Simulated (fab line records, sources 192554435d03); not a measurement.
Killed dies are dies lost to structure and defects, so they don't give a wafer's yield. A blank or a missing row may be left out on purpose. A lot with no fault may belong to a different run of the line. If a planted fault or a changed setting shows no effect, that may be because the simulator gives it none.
fab line records	flow n5Finfet
record lots=24	wafers=72	lastDay=18
route steps=1938 shown BEOL_M2@865
lots untouched by any fault: they come from a run of this same line in which no faults occurred
startH: hours from the record's opening day to when the first of the lot's shown wafers began	waitH: how many hours have passed since the lot's step before this one	" identical to the entry in the row above	L1.1+2: one row covering several wafers at once	- either no value or no given start	* or withheld: withheld	< > ~ a bound
route shown NAME@n: names a module that has steps shown in the file, with the first one's number in the route	usual: mean/standard deviation of fault-free wafers	same: alike in all rows	chamber/n: place in a boat	sites: the reading at each site	_std_site: the standard deviation of these	_edge_site: the outer-site mean with the inner-site mean subtracted	radiusMm: for every site, how far away it sits from the centre of the wafer	mask NAME#n: copy n	behind: the tool/chamber that last shaped the wafer	hold: why the lot was held/for how many hours/how that ended	device: which transistor (n, p or np) failed to switch	end of line: at the end of the route, the tests of the same wafers	a step given without rows: its recipe and nothing more	killed: dies that structure and defects cost at the first sort, which is not the same as the wafer's yield	map: shows each die of a wafer: x if killed, . if not, _ if none is there
set.NAME: the run value of the setting; set.NAME@STEP: its run value at that earlier step	model.NAME: the simulator's own value behind a step, which no gauge read
route steps across a sampled set of lots; one table per step, one row per wafer
services: from which hour (startH, from the record's first day; less than 0 if before it) a tool's chamber was out of use, for how many hours, and why
## steps
# step N5_BEOL_M2_STRIP_19
# recipe chemistry=O2	powerW=400	tempC=40	pressureMtorr=30	rfFrequencyHz=6e+07	biasPowerW=0	overashFraction=0.2	o2FlowSccm=225
# usual drypumpMotorCurrentA=5.5/0.44	o2FlowSccm=225.0/0.65	oesProductAu=0.80/0.094	rfVppV=3.7/0.53	showerheadPlenumPTorr=2.13/0.079	throttleValvePct=16.70/0.28
lot.wafer	tool	chamber	startH	waitH	drypumpMotorCurrentA	o2FlowSccm	oesProductAu	rfHoursCounterH	rfVppV	showerheadPlenumPTorr	throttleValvePct
L074.1	rieDiel-01	3	132.16	0.2	5.6	225.7	0.79	89	3.5	2.13	16.47
L074.5	"	0	"	"	5.8	225.9	0.66	-	3.5	2.16	17.07
L074.6	"	1	"	"	5.1	224.6	0.69	-	3.1	2.17	17.01
L075.3	rieDiel-01	0	137.71	0.3	5.8	224.1	0.67	248	3.6	2.16	17.07
L075.4	"	2	"	"	5.9	224.6	0.70	246	4.0	2.01	17.34
L075.6	"	3	"	"	5.6	224.7	0.79	-	4.9	2.13	16.49
L076.1	rieDiel-03	1	146.42	0.2	5.0	224.5	0.68	246	2.9	1.96	16.80
L076.3	"	2	"	"	6.0	225.1	0.90	25	3.6	2.24	16.36
L076.5	"	1	"	"	5.0	225.9	0.67	-	3.1	1.96	16.80
L077.1	rieDiel-05	1	153.96	0.3	5.6	225.3	0.80	108	3.2	2.05	16.88
L077.4	"	0	"	"	4.7	224.4	0.90	31	3.1	2.14	16.38
L077.5	"	0	"	"	4.7	224.8	0.90	-	3.1	2.14	16.36
L078.1	rieDiel-05	2	156.24	0.1	5.7	225.5	0.68	223	2.7	2.07	16.94
L078.3	"	3	"	"	6.3	225.4	0.94	15	3.8	2.08	16.27
L078.5	"	2	"	"	5.8	225.3	0.68	-	3.8	2.07	16.96
L079.2	rieDiel-05	3	162.75	0.1	6.3	225.0	0.94	17	5.5	2.08	16.25
L079.3	"	0	"	"	4.7	225.4	0.89	34	3.4	2.14	16.37
L079.6	"	1	"	"	5.6	224.4	0.79	-	4.5	2.05	16.90
L080.3	rieDiel-01	0	172.70	0.1	5.8	224.3	0.95	6	4.1	2.15	16.60
L080.5	"	3	"	"	5.6	223.1	0.77	-	3.5	2.12	16.50
L080.6	"	0	"	"	5.8	224.8	0.95	-	4.0	2.15	16.63
L081.1	rieDiel-01	1	177.05	0.1	5.1	225.4	0.68	223	4.9	2.16	17.05
L081.3	"	0	"	"	5.8	224.1	0.94	9	2.4	2.15	16.63
L081.6	"	3	"	"	5.6	223.9	0.77	-	3.9	2.12	16.51
L083.1	rieDiel-03	2	186.16	0.1	6.0	225.3	0.88	41	3.5	2.23	16.39
L083.2	"	1	"	"	5.0	226.2	0.96	2	3.6	2.21	16.37
L083.3	"	3	"	"	5.4	224.5	0.78	88	3.5	2.21	16.60
L082.1	rieDiel-01	0	186.40	0.1	5.8	225.4	0.93	13	3.6	2.15	16.62
L082.4	"	2	"	"	5.9	225.1	0.99	1	3.9	2.28	16.85
L082.5	"	3	"	"	5.6	225.9	0.77	-	4.1	2.12	16.53
L084.2	rieDiel-03	1	212.40	0.1	5.0	223.4	0.93	10	3.3	2.21	16.40
L084.4	"	2	"	"	6.0	225.9	0.87	49	3.4	2.23	16.42
L084.5	"	3	"	"	5.4	224.8	0.79	-	3.0	2.21	16.63
L085.1	rieDiel-01	0	217.29	0.1	5.8	225.5	0.91	23	3.0	2.15	16.63
L085.3	"	3	"	"	5.6	225.2	0.76	123	4.3	2.12	16.53
L085.6	"	1	"	"	5.0	225.7	0.67	-	4.0	2.16	17.08
L086.1	rieDiel-01	0	220.49	0.1	5.8	225.2	0.91	24	4.0	2.15	16.63
L086.3	"	2	"	"	5.9	226.2	0.96	12	2.6	2.27	16.88
L086.4	"	1	"	"	5.0	225.8	0.67	239	3.2	2.16	17.05
L087.1	rieDiel-05	0	222.10	0.2	4.7	224.4	0.85	55	3.5	2.14	16.41
L087.2	"	2	"	"	5.8	225.3	0.66	246	3.4	2.07	16.98
L087.5	"	0	"	"	4.7	224.9	0.85	-	3.8	2.14	16.40
L088.3	rieDiel-05	0	222.14	0.1	4.7	224.4	0.85	55	4.9	2.14	16.43
L088.4	"	2	"	"	5.8	224.1	0.64	246	4.0	2.07	17.02
L088.5	"	0	"	"	4.7	225.1	0.85	-	3.8	2.14	16.43
L089.2	rieDiel-01	0	224.64	0.2	5.8	224.2	0.89	26	3.2	2.15	16.65
L089.3	"	3	"	"	5.6	225.2	0.75	126	3.0	2.12	16.54
L089.5	"	3	"	"	5.6	224.8	0.75	-	3.4	2.12	16.54
L090.2	rieDiel-03	3	229.96	0.1	5.4	224.8	0.79	103	3.6	2.20	16.65
L090.5	"	0	"	"	5.5	224.4	0.72	-	4.1	1.98	17.08
L090.6	"	3	"	"	5.4	225.2	0.78	-	4.4	2.20	16.66
L091.2	rieDiel-05	1	235.60	0.1	5.6	224.7	0.76	135	3.1	2.05	16.92
L091.5	"	2	"	"	5.7	224.7	0.65	-	3.0	2.06	16.99
L091.6	"	3	"	"	6.3	225.2	0.88	-	3.4	2.07	16.31
L092.1	rieDiel-03	3	243.77	0.1	5.4	225.8	0.77	108	3.2	2.20	16.66
L092.2	"	2	"	"	6.0	225.8	0.85	60	4.9	2.22	16.45
L092.5	"	0	"	"	5.5	225.8	0.72	-	3.5	1.98	17.09
L093.3	rieDiel-03	0	248.40	0.1	5.5	225.3	0.72	207	3.6	1.98	17.11
L093.4	"	3	"	"	5.4	225.0	0.77	110	3.3	2.20	16.67
L093.6	"	3	"	"	5.4	224.6	0.76	-	3.9	2.20	16.68
L094.3	rieDiel-05	3	258.43	0.1	6.3	224.9	0.86	51	3.0	2.07	16.34
L094.4	"	3	"	"	6.3	226.2	0.86	-	4.3	2.07	16.33
L094.5	"	0	"	"	4.7	224.4	0.83	-	4.2	2.13	16.45
L095.1	rieDiel-05	3	258.66	0.2	6.3	224.4	0.86	52	3.8	2.07	16.33
L095.4	"	1	"	"	5.6	224.4	0.76	-	4.0	2.04	16.95
L095.6	"	0	"	"	4.7	225.1	0.83	-	3.4	2.13	16.46
L096.2	rieDiel-03	2	273.49	0.1	6.0	225.9	0.83	71	4.1	2.22	16.44
L096.3	"	1	"	"	5.0	224.3	0.88	29	4.6	2.20	16.43
L096.4	"	2	"	"	6.0	225.0	0.83	-	3.0	2.22	16.46
L097.1	rieDiel-01	3	284.74	0.1	5.6	225.4	0.74	148	2.8	2.11	16.57
L097.3	"	2	"	"	5.9	224.9	0.89	37	3.3	2.27	16.91
L097.6	"	3	"	"	5.6	226.3	0.74	-	3.7	2.11	16.58
# step N5_BEOL_M2_CD_MEAS_18
# recipe pitchNm=36	targetCdNm=18
# usual cdNm=18.1/0.41
lot.wafer	tool	chamber	startH	waitH	cdNm
L074.1	cdSem-01	-	132.23	0.0	18.5
L074.5	"	-	"	"	17.7
L074.6	"	-	"	"	18.2
L075.3	cdSem-02	-	137.78	0.1	18.7
L075.4	"	-	"	"	18.3
L075.6	"	-	"	"	18.1
L076.1	cdSem-03	-	146.48	0.0	18.0
L076.3	"	-	"	"	18.0
L076.5	"	-	"	"	17.9
L077.1	cdSem-01	-	154.03	0.0	18.3
L077.4	"	-	"	"	17.9
L077.5	"	-	"	"	18.4
L078.1	cdSem-03	-	156.31	0.0	18.2
L078.3	"	-	"	"	17.9
L078.5	"	-	"	"	18.1
L079.2	cdSem-03	-	162.82	0.1	18.2
L079.3	"	-	"	"	18.2
L079.6	"	-	"	"	17.8
L080.3	cdSem-03	-	172.78	0.1	18.0
L080.5	"	-	"	"	18.5
L080.6	"	-	"	"	17.5
L081.1	cdSem-02	-	177.12	0.0	18.3
L081.3	"	-	"	"	18.0
L081.6	"	-	"	"	18.7
L083.1	cdSem-03	-	186.23	0.0	19.1
L083.2	"	-	"	"	18.1
L083.3	"	-	"	"	18.5
L082.1	cdSem-03	-	186.47	0.0	18.5
L082.4	"	-	"	"	18.4
L082.5	"	-	"	"	18.1
L084.2	cdSem-03	-	212.47	0.1	18.0
L084.4	"	-	"	"	18.3
L084.5	"	-	"	"	18.6
L085.1	cdSem-01	-	217.36	0.0	17.6
L085.3	"	-	"	"	17.4
L085.6	"	-	"	"	17.9
L086.1	cdSem-01	-	220.56	0.0	18.5
L086.3	"	-	"	"	18.1
L086.4	"	-	"	"	18.5
L087.1	cdSem-01	-	222.17	0.0	16.8
L087.2	"	-	"	"	17.6
L087.5	"	-	"	"	17.4
L088.3	cdSem-03	-	222.21	0.1	17.8
L088.4	"	-	"	"	18.1
L088.5	"	-	"	"	17.7
L089.2	cdSem-02	-	224.72	0.1	17.5
L089.3	"	-	"	"	17.9
L089.5	"	-	"	"	17.8
L090.2	cdSem-02	-	230.04	0.1	18.4
L090.5	"	-	"	"	18.4
L090.6	"	-	"	"	17.8
L091.2	cdSem-03	-	235.67	0.1	18.8
L091.5	"	-	"	"	17.5
L091.6	"	-	"	"	18.7
L092.1	cdSem-02	-	243.84	0.0	19.2
L092.2	"	-	"	"	18.8
L092.5	"	-	"	"	18.6
L093.3	cdSem-02	-	248.47	0.1	18.2
L093.4	"	-	"	"	18.2
L093.6	"	-	"	"	17.4
L094.3	cdSem-02	-	258.51	0.1	17.7
L094.4	"	-	"	"	17.6
L094.5	"	-	"	"	17.5
L095.1	cdSem-02	-	258.72	0.0	17.9
L095.4	"	-	"	"	18.0
L095.6	"	-	"	"	18.2
L096.2	cdSem-01	-	273.56	0.1	18.7
L096.3	"	-	"	"	18.4
L096.4	"	-	"	"	19.0
L097.1	cdSem-03	-	284.81	0.1	18.0
L097.3	"	-	"	"	18.1
L097.6	"	-	"	"	18.1
# step N5_BEOL_M2_INSPECT_30
# recipe mode=adi	inspectInstrument=brightfield
# usual rawDefectCount=387/100
lot.wafer	tool	chamber	startH	waitH	rawDefectCount
L074.1	defectInspect-02	-	132.63	0.1	444
L074.5	"	-	"	"	461
L074.6	"	-	"	"	478
L075.3	defectInspect-01	-	138.31	0.0	553
L075.4	"	-	"	"	370
L075.6	"	-	"	"	267
L076.1	defectInspect-02	-	147.02	0.1	576
L076.3	"	-	"	"	460
L076.5	"	-	"	"	452
L077.1	defectInspect-02	-	154.56	0.1	431
L077.4	"	-	"	"	282
L077.5	"	-	"	"	327
L078.1	defectInspect-01	-	156.72	0.1	331
L078.3	"	-	"	"	396
L078.5	"	-	"	"	290
L079.2	defectInspect-02	-	163.23	0.0	276
L079.3	"	-	"	"	315
L079.6	"	-	"	"	303
L080.3	defectInspect-01	-	173.19	0.0	430
L080.5	"	-	"	"	401
L080.6	"	-	"	"	333
L081.1	defectInspect-02	-	177.53	0.1	479
L081.3	"	-	"	"	444
L081.6	"	-	"	"	405
L083.1	defectInspect-01	-	186.76	0.1	410
L083.2	"	-	"	"	330
L083.3	"	-	"	"	425
L082.1	defectInspect-01	-	187.00	0.1	481
L082.4	"	-	"	"	594
L082.5	"	-	"	"	425
L084.2	defectInspect-02	-	212.89	0.0	432
L084.4	"	-	"	"	484
L084.5	"	-	"	"	351
L085.1	defectInspect-02	-	217.76	0.1	401
L085.3	"	-	"	"	314
L085.6	"	-	"	"	381
L086.1	defectInspect-01	-	220.97	0.1	656
L086.3	"	-	"	"	636
L086.4	"	-	"	"	703
L087.1	defectInspect-02	-	222.70	0.1	462
L087.2	"	-	"	"	399
L087.5	"	-	"	"	335
L088.3	defectInspect-02	-	222.76	0.0	269
L088.4	"	-	"	"	318
L088.5	"	-	"	"	387
L089.2	defectInspect-01	-	225.25	0.0	352
L089.3	"	-	"	"	384
L089.5	"	-	"	"	527
L090.2	defectInspect-02	-	230.44	0.0	300
L090.5	"	-	"	"	242
L090.6	"	-	"	"	382
L091.2	defectInspect-02	-	236.21	0.0	315
L091.5	"	-	"	"	382
L091.6	"	-	"	"	421
L092.1	defectInspect-01	-	244.25	0.1	463
L092.2	"	-	"	"	553
L092.5	"	-	"	"	452
L093.3	defectInspect-02	-	248.88	0.0	277
L093.4	"	-	"	"	322
L093.6	"	-	"	"	254
L094.3	defectInspect-02	-	259.04	0.0	229
L094.4	"	-	"	"	258
L094.5	"	-	"	"	236
L095.1	defectInspect-02	-	259.26	0.1	407
L095.4	"	-	"	"	414
L095.6	"	-	"	"	542
L096.2	defectInspect-02	-	273.97	0.0	320
L096.3	"	-	"	"	247
L096.4	"	-	"	"	298
L097.1	defectInspect-02	-	285.35	0.1	411
L097.3	"	-	"	"	291
L097.6	"	-	"	"	384
# step N5_BEOL_M2_ETCH_69
# recipe chemistry=CF4	target=SiARC	targetDepthA=156	maskMaterial=CAR-EUV	timeS=26	ionEnergyEv=80	pressureMtorr=40	sourceW=545	biasW=36	Ar_flow_sccm=100	cf4FlowSccm=100	ends=cleared
# usual drypumpMotorCurrentA=5.5/0.44	etchRfOnTimeS=26.1/0.71	oesProductAu=0.69/0.078	rfVppV=184.3/1.3	showerheadPlenumPTorr=2.16/0.079	throttleValvePct=15.60/0.27
lot.wafer	tool	chamber	startH	waitH	drypumpMotorCurrentA	etchRfOnTimeS	oesProductAu	rfHoursCounterH	rfVppV	showerheadPlenumPTorr	throttleValvePct
L074.1	rieDiel-03	1	132.72	0.0	5.0	25.6	0.59	242	180.7	2.03	15.91
L074.5	"	2	"	"	6.0	25.0	0.80	-	184.6	2.27	15.27
L074.6	"	1	"	"	5.0	25.8	0.59	-	184.9	2.03	15.92
L075.3	rieDiel-05	2	138.40	0.0	5.8	25.3	0.60	217	185.1	2.10	15.78
L075.4	"	0	"	"	4.7	25.2	0.77	26	184.7	2.19	15.31
L075.6	"	0	"	"	4.7	25.2	0.77	-	185.6	2.19	15.32
L076.1	rieDiel-03	3	147.48	0.0	5.4	27.6	0.68	73	182.8	2.25	15.51
L076.3	"	2	"	"	6.0	24.7	0.79	26	185.7	2.27	15.29
L076.5	"	1	"	"	5.0	25.9	0.59	-	182.4	2.03	15.92
L077.1	rieDiel-01	1	154.65	0.0	5.0	25.8	0.59	211	184.5	2.21	15.98
L077.4	"	3	"	"	5.6	26.5	0.67	-	184.8	2.15	15.34
L077.5	"	2	"	"	5.9	26.4	0.59	-	183.5	2.03	16.12
L078.1	rieDiel-05	0	156.92	0.0	4.7	25.7	0.76	33	184.1	2.19	15.33
L078.3	"	1	"	"	5.5	26.5	0.69	109	183.0	2.07	15.69
L078.5	"	1	"	"	5.6	26.5	0.68	-	181.9	2.07	15.69
L079.2	rieDiel-01	3	163.31	0.0	5.5	26.5	0.66	102	184.2	2.15	15.32
L079.3	"	0	"	"	5.7	26.2	0.83	1	185.4	2.20	15.50
L079.6	"	0	"	"	5.7	26.2	0.83	-	185.6	2.20	15.50
L080.3	rieDiel-05	0	173.27	0.0	4.7	25.7	0.75	38	184.3	2.19	15.34
L080.5	"	1	"	"	5.6	26.3	0.68	-	184.2	2.07	15.69
L080.6	"	0	"	"	4.7	25.6	0.74	-	185.3	2.19	15.33
L081.1	rieDiel-03	3	177.62	0.0	5.4	27.8	0.67	85	186.1	2.25	15.51
L081.3	"	0	"	"	5.5	26.7	0.60	182	181.9	2.05	16.00
L081.6	"	0	"	"	5.5	26.9	0.61	-	182.4	2.05	16.01
L083.1	rieDiel-05	1	186.85	0.0	5.6	26.1	0.68	119	182.0	2.07	15.69
L083.2	"	3	"	"	6.3	26.0	0.77	26	183.6	2.12	15.16
L083.3	"	0	"	"	4.7	25.7	0.74	43	184.6	2.19	15.35
L082.1	rieDiel-01	0	187.09	0.0	5.7	26.5	0.78	13	184.7	2.19	15.53
L082.4	"	1	"	"	5.1	25.8	0.58	227	184.9	2.21	16.02
L082.5	"	1	"	"	5.0	26.3	0.58	-	184.6	2.21	16.00
L084.2	rieDiel-05	2	212.97	0.0	5.7	26.1	0.58	242	183.7	2.09	15.85
L084.4	"	1	"	"	5.6	26.5	0.67	127	184.1	2.07	15.72
L084.5	"	0	"	"	4.7	26.2	0.73	-	185.5	2.18	15.36
L085.1	rieDiel-05	1	217.85	0.0	5.6	26.4	0.65	129	183.7	2.07	15.71
L085.3	"	0	"	"	4.7	26.1	0.72	54	183.4	2.18	15.37
L085.6	"	1	"	"	5.6	26.0	0.67	-	182.4	2.07	15.71
L086.1	rieDiel-03	2	221.06	0.0	6.0	24.7	0.75	52	184.4	2.26	15.31
L086.3	"	3	"	"	5.4	27.5	0.66	100	184.0	2.24	15.54
L086.4	"	0	"	"	5.5	27.1	0.60	197	182.5	2.04	16.04
L087.1	rieDiel-05	3	222.96	0.0	6.3	26.3	0.75	39	184.3	2.11	15.20
L087.2	"	0	"	"	4.7	25.9	0.73	56	184.1	2.18	15.37
L087.5	"	3	"	"	6.3	26.4	0.75	-	184.1	2.11	15.21
L088.3	rieDiel-05	0	223.07	0.0	4.7	25.9	0.72	56	184.2	2.18	15.36
L088.4	"	3	"	"	6.3	26.2	0.75	39	184.7	2.11	15.21
L088.5	"	3	"	"	6.3	26.5	0.74	-	183.0	2.11	15.21
L089.2	rieDiel-01	2	225.37	0.0	5.9	25.4	0.81	15	184.2	2.28	15.63
L089.3	"	0	"	"	5.8	26.2	0.76	26	185.8	2.19	15.54
L089.5	"	2	"	"	5.9	25.4	0.80	-	186.6	2.28	15.63
L090.2	rieDiel-03	2	230.53	0.0	6.0	24.7	0.75	56	185.9	2.26	15.31
L090.5	"	0	"	"	5.5	26.8	0.60	-	182.5	2.04	16.05
L090.6	"	3	"	"	5.4	27.4	0.66	-	184.7	2.24	15.56
L091.2	rieDiel-03	3	236.29	0.0	5.4	27.2	0.67	106	185.7	2.24	15.55
L091.5	"	0	"	"	5.5	26.4	0.60	-	183.4	2.04	16.03
L091.6	"	1	"	"	5.0	24.7	0.78	-	186.6	2.28	15.49
L092.1	rieDiel-05	2	244.39	0.0	5.7	26.0	0.57	254	182.5	2.09	15.87
L092.2	"	3	"	"	6.3	26.7	0.73	46	183.6	2.11	15.22
L092.5	"	1	"	"	5.6	26.3	0.66	-	182.7	2.06	15.73
L093.3	rieDiel-01	0	248.96	0.0	5.8	26.4	0.75	33	185.7	2.19	15.56
L093.4	"	1	"	"	5.0	25.9	0.57	248	184.3	2.20	16.06
L093.6	"	0	"	"	5.8	26.5	0.74	-	185.8	2.19	15.55
L094.3	rieDiel-01	0	259.12	0.0	5.8	26.7	0.73	38	183.7	2.19	15.57
L094.4	"	2	"	"	5.9	25.8	0.78	-	186.4	2.27	15.64
L094.5	"	3	"	"	5.6	26.4	0.64	-	182.6	2.14	15.41
L095.1	rieDiel-01	3	259.34	0.0	5.6	26.3	0.64	138	185.1	2.14	15.40
L095.4	"	2	"	"	5.9	25.7	0.78	-	186.2	2.27	15.64
L095.6	"	0	"	"	5.8	26.4	0.74	-	184.5	2.18	15.57
L096.2	rieDiel-01	2	274.06	0.0	5.9	25.5	0.77	32	186.6	2.27	15.65
L096.3	"	0	"	"	5.8	26.1	0.74	43	184.7	2.18	15.58
L096.4	"	3	"	"	5.6	26.6	0.63	-	186.1	2.14	15.42
L097.1	rieDiel-03	2	285.94	0.0	6.0	24.8	0.72	77	185.8	2.25	15.38
L097.3	"	1	"	"	5.0	25.1	0.76	35	186.2	2.27	15.51
L097.6	"	3	"	"	5.4	27.6	0.65	-	184.3	2.23	15.58
# step N5_BEOL_M2_SPUTTER_81
# recipe material=Cu	targetThkA=45	tempC=-20	chamberPressurePa=0.07	powerW=withheld	timeS=8.29
# usual throttleValvePct=29.9/1
lot.wafer	tool	chamber	startH	waitH	throttleValvePct
L074.1	pvdSputter-03	-	137.76	0.1	28.7
L074.5	"	-	"	"	32.0
L074.6	"	-	"	"	29.9
L075.3	pvdSputter-01	-	142.77	0.1	29.9
L075.4	"	-	"	"	29.7
L075.6	"	-	"	"	29.5
L076.1	pvdSputter-02	-	155.22	0.1	31.5
L076.3	"	-	"	"	29.7
L076.5	"	-	"	"	29.8
L077.1	pvdSputter-02	-	160.10	2.0	29.9
L077.4	"	-	"	"	31.4
L077.5	"	-	"	"	31.3
L078.1	pvdSputter-01	-	164.63	0.1	29.4
L078.3	"	-	"	"	29.8
L078.5	"	-	"	"	29.7
L079.2	pvdSputter-02	-	166.72	0.1	29.3
L079.3	"	-	"	"	31.7
L079.6	"	-	"	"	29.1
L080.3	pvdSputter-02	-	181.97	0.1	29.6
L080.5	"	-	"	"	28.6
L080.6	"	-	"	"	29.6
L081.1	pvdSputter-02	-	183.97	0.1	29.9
L081.3	"	-	"	"	29.6
L081.6	"	-	"	"	31.3
L083.1	pvdSputter-02	-	199.58	0.1	30.0
L083.2	"	-	"	"	29.6
L083.3	"	-	"	"	29.0
L082.1	pvdSputter-02	-	209.58	0.1	28.6
L082.4	"	-	"	"	29.7
L082.5	"	-	"	"	31.4
L084.2	pvdSputter-01	-	221.69	0.1	29.7
L084.4	"	-	"	"	30.1
L084.5	"	-	"	"	31.0
L085.1	pvdSputter-01	-	226.21	0.1	29.7
L085.3	"	-	"	"	31.0
L085.6	"	-	"	"	29.5
L086.1	pvdSputter-03	-	226.46	0.1	28.5
L086.3	"	-	"	"	28.4
L086.4	"	-	"	"	29.8
L087.1	pvdSputter-03	-	228.30	0.1	28.6
L087.2	"	-	"	"	29.8
L087.5	"	-	"	"	28.4
L088.3	pvdSputter-02	-	232.64	0.1	30.1
L088.4	"	-	"	"	31.3
L088.5	"	-	"	"	29.9
L089.2	pvdSputter-03	-	237.23	0.1	29.4
L089.3	"	-	"	"	28.4
L089.5	"	-	"	"	31.7
L090.2	pvdSputter-01	-	237.77	0.1	29.8
L090.5	"	-	"	"	29.8
L090.6	"	-	"	"	29.6
L091.2	pvdSputter-01	-	244.61	0.1	29.6
L091.5	"	-	"	"	30.1
L091.6	"	-	"	"	31.0
L092.1	pvdSputter-03	-	251.21	0.1	31.8
L092.2	"	-	"	"	28.6
L092.5	"	-	"	"	29.8
L093.3	pvdSputter-03	-	257.49	0.1	29.6
L093.4	"	-	"	"	28.3
L093.6	"	-	"	"	28.3
L094.3	pvdSputter-02	-	277.03	0.1	29.8
L094.4	"	-	"	"	28.6
L094.5	"	-	"	"	29.7
L095.1	pvdSputter-03	-	282.79	0.1	31.9
L095.4	"	-	"	"	28.7
L095.6	"	-	"	"	28.2
L096.2	pvdSputter-02	-	283.21	0.1	28.6
L096.3	"	-	"	"	29.7
L096.4	"	-	"	"	29.9
L097.1	pvdSputter-01	-	288.52	0.1	29.2
L097.3	"	-	"	"	29.8
L097.6	"	-	"	"	31.2
# step N5_BEOL_M2_DEP_57
# recipe material=SiCN	targetThkA=80	tempC=withheld	precursor=3MS/NH3	pressureTorr=3	rfW=202	timeS=14
# usual showerheadPlenumPTorr=3.664/0.011	throttleValvePct=9.2/0.58
lot.wafer	tool	chamber	startH	waitH	showerheadPlenumPTorr	sinceWetCleanH	throttleValvePct
L074.1	pecvd-03	0	140.34	0.0	3.659	1025	9.5
L074.5	"	0	"	"	3.655	-	9.4
L074.6	"	2	"	"	3.657	-	9.2
L075.3	pecvd-01	1	145.07	0.0	3.668	1574	9.9
L075.4	"	1	"	"	3.669	-	9.4
L075.6	"	0	"	"	3.656	-	8.5
L076.1	pecvd-04	2	157.52	0.0	3.660	2130	9.2
L076.3	"	0	"	"	3.652	680	9.8
L076.5	"	0	"	"	3.650	-	9.7
L077.1	pecvd-04	2	162.68	0.0	3.660	2135	9.2
L077.4	"	2	"	"	3.670	-	9.7
L077.5	"	0	"	"	3.645	-	9.8
L078.1	pecvd-04	2	167.12	0.0	3.654	2140	9.8
L078.3	"	1	"	"	3.664	1415	9.1
L078.5	"	1	"	"	3.665	-	9.1
L079.2	pecvd-01	2	169.04	0.0	3.683	119	7.9
L079.3	"	1	"	"	3.679	-	9.4
L079.6	"	1	"	"	3.674	-	9.7
L080.3	pecvd-03	2	184.44	0.0	3.666	316	8.9
L080.5	"	0	"	"	3.658	-	9.5
L080.6	"	1	"	"	3.692	-	9.4
L081.1	pecvd-04	2	186.27	0.0	3.667	2159	9.4
L081.3	"	0	"	"	3.657	709	9.9
L081.6	"	2	"	"	3.672	-	9.4
L083.1	pecvd-03	2	201.95	0.0	3.656	333	9.1
L083.2	"	0	"	"	3.653	1087	9.4
L083.3	"	1	"	"	3.679	1812	9.0
L082.1	pecvd-01	1	211.88	0.0	3.676	1641	9.6
L082.4	"	1	"	"	3.671	-	9.6
L082.5	"	2	"	"	3.666	-	8.1
L084.2	pecvd-03	2	223.99	0.0	3.673	355	8.9
L084.4	"	0	"	"	3.655	-	9.5
L084.5	"	1	"	"	3.678	-	9.2
L085.1	pecvd-04	0	228.54	0.0	3.652	751	10.1
L085.3	"	0	"	"	3.641	-	10.0
L085.6	"	1	"	"	3.665	-	9.1
L086.1	pecvd-03	0	228.76	0.0	3.655	1114	9.2
L086.3	"	1	"	"	3.686	1839	9.3
L086.4	"	2	"	"	3.664	-	8.9
L087.1	pecvd-03	2	230.60	0.0	3.651	362	9.3
L087.2	"	0	"	"	3.658	1116	9.2
L087.5	"	0	"	"	3.659	-	9.1
L088.3	pecvd-03	1	234.94	0.0	3.679	1845	9.3
L088.4	"	1	"	"	3.683	-	8.9
L088.5	"	2	"	"	3.655	-	8.9
L089.2	pecvd-04	2	239.53	0.0	3.656	4	8.1
L089.3	"	1	"	"	3.658	1487	9.1
L089.5	"	0	"	"	3.649	-	9.8
L090.2	pecvd-04	2	240.43	0.0	3.667	4	8.0
L090.5	"	0	"	"	3.660	-	10.0
L090.6	"	2	"	"	3.660	-	8.0
L091.2	pecvd-04	0	246.91	0.0	3.652	770	10.0
L091.5	"	2	"	"	3.659	-	8.0
L091.6	"	0	"	"	3.642	-	10.0
L092.1	pecvd-03	2	253.51	0.0	3.662	385	9.0
L092.2	"	1	"	"	3.685	1864	9.5
L092.5	"	2	"	"	3.654	-	9.2
L093.3	pecvd-04	2	264.79	0.0	3.659	29	7.9
L093.4	"	2	"	"	3.667	-	8.0
L093.6	"	1	"	"	3.664	-	9.0
L094.3	pecvd-04	0	279.42	0.0	3.655	802	9.9
L094.4	"	2	"	"	3.663	-	8.0
L094.5	"	0	"	"	3.645	-	10.0
L095.1	pecvd-04	0	285.10	0.0	3.649	808	10.2
L095.4	"	1	"	"	3.656	-	9.0
L095.6	"	2	"	"	3.662	-	8.0
L096.2	pecvd-03	0	285.51	0.0	3.656	1171	9.2
L096.3	"	2	"	"	3.655	417	9.2
L096.4	"	2	"	"	3.668	-	9.3
L097.1	pecvd-04	0	290.85	0.0	3.650	813	10.1
L097.3	"	1	"	"	3.667	1538	9.0
L097.6	"	2	"	"	3.669	-	8.1
## services
tool	chamber	startH	hours	kind
rieDiel-03	2	110.03	1.3	repair
rieDiel-03	-	114.49	14.6	pm
pecvd-03	1	117.28	10.5	repair
rieDiel-01	3	120.80	2.2	repair
rieDiel-01	1	123.00	5.2	repair
pvdSputter-01	-	133.40	2.5	repair
rieDiel-01	0	141.30	-	clean
rieDiel-01	0	141.30	-	consumableReplace:focusRing
rieDiel-01	0	141.30	18.6	scheduledDown
rieDiel-01	0	141.30	18.6	ventCycle
rieDiel-01	2	159.92	-	clean
rieDiel-01	2	159.92	-	consumableReplace:focusRing
rieDiel-01	2	159.92	-	consumableReplace:showerhead
rieDiel-01	2	159.92	23.7	scheduledDown
rieDiel-01	2	159.92	23.7	ventCycle
rieDiel-03	0	167.94	1.8	repair
pecvd-01	0	168.30	5.9	repair
pecvd-03	-	209.60	1.2	repair
rieDiel-01	3	233.35	4.4	repair
pecvd-03	2	237.88	5.4	repair
rieDiel-05	2	248.24	5.7	repair
rieDiel-03	1	260.43	9.6	repair
rieDiel-03	3	273.20	6.0	repair
rieDiel-05	-	280.28	28.1	pm
## key
fault none
